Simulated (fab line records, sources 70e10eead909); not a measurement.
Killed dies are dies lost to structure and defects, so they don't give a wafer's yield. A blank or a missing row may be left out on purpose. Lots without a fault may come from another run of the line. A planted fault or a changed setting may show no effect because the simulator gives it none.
A struck lot beside a sound one | flow nand_harc | 18 steps out of a route of 1159
Sound: wafers L282.1, L282.2, L282.6. Struck: wafers L292.2, L292.3, L292.5. The cause comes at the end.
At each step with rows: each side's tool, then ch and its chambers, then its first start. Under that, the readings that differ: sound wafers | struck wafers | difference of the means | sigmas: that difference in standard deviations of wafers without a fault.
alike: readings whose means differ by less than 2 such deviations, and words and numbers that are the same on both sides. not compared: withheld readings, readings that some wafer has no value for, bounds like >300 that may hide the same value, and numbers for which the record gives no deviation and whose values overlap.
The two part at a step that has a row with sigmas, a row that says differs or no value, or rows on one side only. Numbers that don't overlap but have no deviation are shown without sigmas and don't part them. A reading that every wafer of one side lacks parts them only if that side has two wafers or more.

first, 6 steps without rows for these wafers: NHARC_P_ZERO_WELL_COAT_46; NHARC_P_ZERO_WELL_SOFTBAKE_47 (time 95 s); NHARC_P_ZERO_WELL_EBR_48; NHARC_P_ZERO_WELL_EXPOSE_49 (exposes mask P HVPW, target cd 2000 nm); NHARC_P_ZERO_WELL_PEB_50 (peb time 85 s); NHARC_P_ZERO_WELL_DEVELOP_51 (time 70 s).
NHARC_P_ZERO_WELL_CD_MEAS_52: target cd 2000 nm.
  sound on cd_sem-03 ch 0, day 1 23:37; struck on cd_sem-01 ch 0, day 4 11:48
  alike: cd_nm
then, 1 step without rows for these wafers: NHARC_P_ZERO_WELL_HARDBAKE_53 (time 80 s).
NHARC_P_ZERO_WELL_DESCUM_54: chemistry O2, time 3 s.
  sound on rie_diel-06 ch 0,1,3, day 1 23:48; struck on rie_diel-01 ch 0,3, day 4 11:58
  alike: drypump_motor_current_A, oes_product_au, rf_vpp_V, showerhead_plenum_p_Torr, throttle_valve_pct
  not compared: rf_hours_counter_h
then, 3 steps without rows for these wafers: NHARC_P_ZERO_WELL_IMPLANT_55; NHARC_P_ZERO_WELL_IMPLANT_61; NHARC_P_ZERO_WELL_STRIP_56 (strips in SPM, time 840 s).
NHARC_P_ZERO_WELL_PRECLEAN_68: cleans in SC1, time 60 s.
  sound on wet_bench-09 ch 2,4,5, day 2 00:23; struck on wet_bench-09 ch 5,6,7, day 4 12:35
then, 1 step without rows for these wafers: NHARC_P_ZERO_WELL_SRD_69.
NHARC_P_ZERO_WELL_RTA_42: time 300 s.
  sound on rtp_anneal-01 ch 0, day 2 00:46; struck on rtp_anneal-01 ch 0, day 4 13:10
  alike: lamp_power_pct, lamp_zone_2_pct, wafer_temp_C_max
NHARC_P_ZERO_WELL_INSPECT_43:
  sound on defect_inspect-02, day 2 01:27; struck on defect_inspect-01, day 4 14:16
  reading          | sound   | struck       | difference | sigmas
  raw_defect_count | 20 15 8 | 1005 924 957 | +948       | +99 or more
then, 1 step without rows for these wafers: NHARC_P_STI_ETCH_26 (etches SiO2 in dHF, target depth 11 nm).
-- the record jumps here: 18 days lie between the struck wafers' starts before and after (it left off in module P_STI and takes up again in module END, whose first step shown is number 1159 of the route) --
NHARC_END_SORT_01:
  the record has rows for the struck wafers here (prober-02 ch 0, day 22 09:29) and none for the sound ones

WHERE THEY PART
First at NHARC_P_ZERO_WELL_INSPECT_43; last, within this record, at NHARC_END_SORT_01.

WHY: what the simulator had put in
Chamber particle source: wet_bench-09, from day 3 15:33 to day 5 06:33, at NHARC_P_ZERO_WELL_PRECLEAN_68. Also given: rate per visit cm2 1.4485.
